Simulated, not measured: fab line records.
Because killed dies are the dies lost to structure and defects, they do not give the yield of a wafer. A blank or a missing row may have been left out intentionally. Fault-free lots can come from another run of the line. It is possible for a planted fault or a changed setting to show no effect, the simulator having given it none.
Split-lot experiment || flow n5Finfet || 7 lots, 39 wafers read, on a route of 1938 steps

## ABOUT THE SPLIT
At N5_BEOL_M1_TRENCH_ETCH_37 (etches SiOC in C4F6/O2, target depth 55.207 nm, time 29 s), the setting timeS was moved away from the recipe's 29 s on 15 of the 39 wafers read, by -52.6% to +58.9%. All remaining wafers had this setting at the recipe value.

## FROM THE SPLIT TO THE READING: what the file shows between them, 2 steps
- N5_BEOL_M1_ETCH_41: etches SiCN in CH3F/O2, target depth 31.9 nm, time 57.8 s
- N5_BEOL_M1_STRIP_97: strips in N2/H2, time 10 s

## THE READING
trenchDepthNm, in nm, at N5_BEOL_M1_OCD_MEAS_38. Fault-free wafers of this fab line usually give 55.2 nm, standard deviation 0.76 nm.

{"wafer": "L076.3", "tool, chamber at the split": "rieDiel-03, 3", "timeS as run, s": 29, "against the recipe": "recipe", "trenchDepthNm, nm": 55.2, "against lot-mates on the recipe": "-"}
{"wafer": "L076.4", "tool, chamber at the split": "rieDiel-03, 0", "timeS as run, s": 29, "against the recipe": "recipe", "trenchDepthNm, nm": 54.1, "against lot-mates on the recipe": "-"}
{"wafer": "L076.5", "tool, chamber at the split": "rieDiel-03, 0", "timeS as run, s": 29, "against the recipe": "recipe", "trenchDepthNm, nm": 54.0, "against lot-mates on the recipe": "-"}
{"wafer": "L082.1", "tool, chamber at the split": "rieDiel-05, 3", "timeS as run, s": 45.62, "against the recipe": "+57.3%", "trenchDepthNm, nm": 86.3, "against lot-mates on the recipe": "+31.2"}
{"wafer": "L082.2", "tool, chamber at the split": "rieDiel-05, 2", "timeS as run, s": 29, "against the recipe": "recipe", "trenchDepthNm, nm": 56.3, "against lot-mates on the recipe": "-"}
{"wafer": "L082.3", "tool, chamber at the split": "rieDiel-05, 1", "timeS as run, s": 29, "against the recipe": "recipe", "trenchDepthNm, nm": 54.3, "against lot-mates on the recipe": "-"}
{"wafer": "L082.4", "tool, chamber at the split": "rieDiel-05, 0", "timeS as run, s": 45.62, "against the recipe": "+57.3%", "trenchDepthNm, nm": 85.3, "against lot-mates on the recipe": "+30.2"}
{"wafer": "L082.5", "tool, chamber at the split": "rieDiel-05, 1", "timeS as run, s": 45.62, "against the recipe": "+57.3%", "trenchDepthNm, nm": 85.8, "against lot-mates on the recipe": "+30.7"}
{"wafer": "L082.6", "tool, chamber at the split": "rieDiel-05, 0", "timeS as run, s": 29, "against the recipe": "recipe", "trenchDepthNm, nm": 54.6, "against lot-mates on the recipe": "-"}
{"wafer": "L087.1", "tool, chamber at the split": "rieDiel-01, 3", "timeS as run, s": 46.09, "against the recipe": "+58.9%", "trenchDepthNm, nm": 88.2, "against lot-mates on the recipe": "+33.3"}
{"wafer": "L087.2", "tool, chamber at the split": "rieDiel-01, 1", "timeS as run, s": 29, "against the recipe": "recipe", "trenchDepthNm, nm": 54.6, "against lot-mates on the recipe": "-"}
{"wafer": "L087.3", "tool, chamber at the split": "rieDiel-01, 2", "timeS as run, s": 46.09, "against the recipe": "+58.9%", "trenchDepthNm, nm": 88.2, "against lot-mates on the recipe": "+33.3"}
{"wafer": "L087.4", "tool, chamber at the split": "rieDiel-01, 0", "timeS as run, s": 29, "against the recipe": "recipe", "trenchDepthNm, nm": 54.9, "against lot-mates on the recipe": "-"}
{"wafer": "L087.5", "tool, chamber at the split": "rieDiel-01, 3", "timeS as run, s": 29, "against the recipe": "recipe", "trenchDepthNm, nm": 55.2, "against lot-mates on the recipe": "-"}
{"wafer": "L087.6", "tool, chamber at the split": "rieDiel-01, 2", "timeS as run, s": 46.09, "against the recipe": "+58.9%", "trenchDepthNm, nm": 87.3, "against lot-mates on the recipe": "+32.4"}
{"wafer": "L090.1", "tool, chamber at the split": "rieDiel-01, 1", "timeS as run, s": 29, "against the recipe": "recipe", "trenchDepthNm, nm": 55.2, "against lot-mates on the recipe": "-"}
{"wafer": "L090.2", "tool, chamber at the split": "rieDiel-01, 0", "timeS as run, s": 13.91, "against the recipe": "-52.0%", "trenchDepthNm, nm": 26.5, "against lot-mates on the recipe": -29.1}
{"wafer": "L090.3", "tool, chamber at the split": "rieDiel-01, 2", "timeS as run, s": 29, "against the recipe": "recipe", "trenchDepthNm, nm": 56.2, "against lot-mates on the recipe": "-"}
{"wafer": "L090.4", "tool, chamber at the split": "rieDiel-01, 3", "timeS as run, s": 13.91, "against the recipe": "-52.0%", "trenchDepthNm, nm": 26.8, "against lot-mates on the recipe": -28.8}
{"wafer": "L090.5", "tool, chamber at the split": "rieDiel-01, 0", "timeS as run, s": 29, "against the recipe": "recipe", "trenchDepthNm, nm": 55.3, "against lot-mates on the recipe": "-"}
{"wafer": "L090.6", "tool, chamber at the split": "rieDiel-01, 3", "timeS as run, s": 13.91, "against the recipe": "-52.0%", "trenchDepthNm, nm": 27.2, "against lot-mates on the recipe": -28.4}
{"wafer": "L093.1", "tool, chamber at the split": "rieDiel-05, 3", "timeS as run, s": 29, "against the recipe": "recipe", "trenchDepthNm, nm": 55.1, "against lot-mates on the recipe": "-"}
{"wafer": "L093.2", "tool, chamber at the split": "rieDiel-05, 2", "timeS as run, s": 29, "against the recipe": "recipe", "trenchDepthNm, nm": 56.7, "against lot-mates on the recipe": "-"}
{"wafer": "L093.3", "tool, chamber at the split": "rieDiel-05, 1", "timeS as run, s": 29, "against the recipe": "recipe", "trenchDepthNm, nm": 55.3, "against lot-mates on the recipe": "-"}
{"wafer": "L093.4", "tool, chamber at the split": "rieDiel-05, 0", "timeS as run, s": 29, "against the recipe": "recipe", "trenchDepthNm, nm": 54.3, "against lot-mates on the recipe": "-"}
{"wafer": "L093.5", "tool, chamber at the split": "rieDiel-05, 0", "timeS as run, s": 29, "against the recipe": "recipe", "trenchDepthNm, nm": 54.9, "against lot-mates on the recipe": "-"}
{"wafer": "L093.6", "tool, chamber at the split": "rieDiel-05, 1", "timeS as run, s": 29, "against the recipe": "recipe", "trenchDepthNm, nm": 55.2, "against lot-mates on the recipe": "-"}
{"wafer": "L096.1", "tool, chamber at the split": "rieDiel-03, 1", "timeS as run, s": 29, "against the recipe": "recipe", "trenchDepthNm, nm": 53.4, "against lot-mates on the recipe": "-"}
{"wafer": "L096.2", "tool, chamber at the split": "rieDiel-03, 0", "timeS as run, s": 21.48, "against the recipe": "-25.9%", "trenchDepthNm, nm": 40.0, "against lot-mates on the recipe": -14.5}
{"wafer": "L096.3", "tool, chamber at the split": "rieDiel-03, 3", "timeS as run, s": 29, "against the recipe": "recipe", "trenchDepthNm, nm": 55.5, "against lot-mates on the recipe": "-"}
{"wafer": "L096.4", "tool, chamber at the split": "rieDiel-03, 3", "timeS as run, s": 21.48, "against the recipe": "-25.9%", "trenchDepthNm, nm": 41.2, "against lot-mates on the recipe": -13.3}
{"wafer": "L096.5", "tool, chamber at the split": "rieDiel-03, 1", "timeS as run, s": 29, "against the recipe": "recipe", "trenchDepthNm, nm": 54.5, "against lot-mates on the recipe": "-"}
{"wafer": "L096.6", "tool, chamber at the split": "rieDiel-03, 0", "timeS as run, s": 21.48, "against the recipe": "-25.9%", "trenchDepthNm, nm": 40.5, "against lot-mates on the recipe": -14.0}
{"wafer": "L097.1", "tool, chamber at the split": "rieDiel-03, 0", "timeS as run, s": 13.75, "against the recipe": "-52.6%", "trenchDepthNm, nm": 26.0, "against lot-mates on the recipe": -28.5}
{"wafer": "L097.2", "tool, chamber at the split": "rieDiel-03, 1", "timeS as run, s": 13.75, "against the recipe": "-52.6%", "trenchDepthNm, nm": 25.8, "against lot-mates on the recipe": -28.7}
{"wafer": "L097.3", "tool, chamber at the split": "rieDiel-03, 0", "timeS as run, s": 29, "against the recipe": "recipe", "trenchDepthNm, nm": 54.7, "against lot-mates on the recipe": "-"}
{"wafer": "L097.4", "tool, chamber at the split": "rieDiel-03, 1", "timeS as run, s": 29, "against the recipe": "recipe", "trenchDepthNm, nm": 54.7, "against lot-mates on the recipe": "-"}
{"wafer": "L097.5", "tool, chamber at the split": "rieDiel-03, 0", "timeS as run, s": 29, "against the recipe": "recipe", "trenchDepthNm, nm": 54.2, "against lot-mates on the recipe": "-"}
{"wafer": "L097.6", "tool, chamber at the split": "rieDiel-03, 1", "timeS as run, s": 13.75, "against the recipe": "-52.6%", "trenchDepthNm, nm": 25.7, "against lot-mates on the recipe": -28.8}

THE FIT
A straight line over all 39 wafers: trenchDepthNm changes by +0.548 nm for each +1% of timeS; r = +1.00; the points scatter about the line by 0.7 nm.
The same after taking each lot's own level away (the mean of its wafers on the recipe; 39 wafers): +0.548 nm for each +1%; r = +1.00; scatter 0.63 nm.
That fit puts the effect of the largest move of timeS on the reading at 32 nm.
The lots' own levels span 54.43 to 55.57 nm, that is 1.5 times the standard deviation above.
The two slopes agree, so the slope changes little with the lot-to-lot level.
Check: with one of the wafers moved furthest among these (+58.9%) left out of the fit, the line predicts +32.2 nm for it against its lot-mates. Against them it came out at +33.3 nm.

## FURTHER SPLITS ON THESE WAFERS
Note: prior to the reading, these wafers also went through further splits. Each is held against what the fit with the lots' levels taken away leaves over:
{"other split on the same wafers": "N5_MOL_CONTACT_COAG_ALD_27 timeS", "wafers away from the commonest value": 12, "r with trenchDepthNm (lot level and that fit taken away)": "+0.23"}
{"other split on the same wafers": "N5_BEOL_M0_SAQP_SPACER1_ALD_98 aldCycles", "wafers away from the commonest value": 12, "r with trenchDepthNm (lot level and that fit taken away)": "+0.19"}

## THE WHOLE CHAIN: every reading that the file lists as answering this split, in the file's order
{"step": "N5_BEOL_M1_TRENCH_ETCH_37", "what it does": "etches SiOC in C4F6/O2, target depth 55.207 nm, time 29 s", "reading": "etch.depthNm (the simulator's own value, which no gauge read)", "change (the file's fit)": "+0.55 nm for each +1% of the setting", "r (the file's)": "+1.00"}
{"step": "N5_BEOL_M1_TRENCH_ETCH_37", "what it does": "etches SiOC in C4F6/O2, target depth 55.207 nm, time 29 s", "reading": "BEOL_M1.featureDepthNm (the simulator's own value, which no gauge read)", "change (the file's fit)": "+0.551 nm for each +1% of the setting", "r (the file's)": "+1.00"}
{"step": "N5_BEOL_M1_TRENCH_ETCH_37", "what it does": "etches SiOC in C4F6/O2, target depth 55.207 nm, time 29 s", "reading": "TiN_of_BEOL_M1_HM_DEP_02.thkNm (the simulator's own value, which no gauge read)", "change (the file's fit)": "-0.0217 nm for each +1% of the setting", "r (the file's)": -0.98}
{"step": "N5_BEOL_M1_OCD_MEAS_38", "what it does": "", "reading": "trenchDepthNm", "change (the file's fit)": "+0.548 nm for each +1% of the setting", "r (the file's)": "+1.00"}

## FILE'S OWN FIT
trenchDepthNm changes by +0.548 nm for each +1% of timeS, r = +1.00.
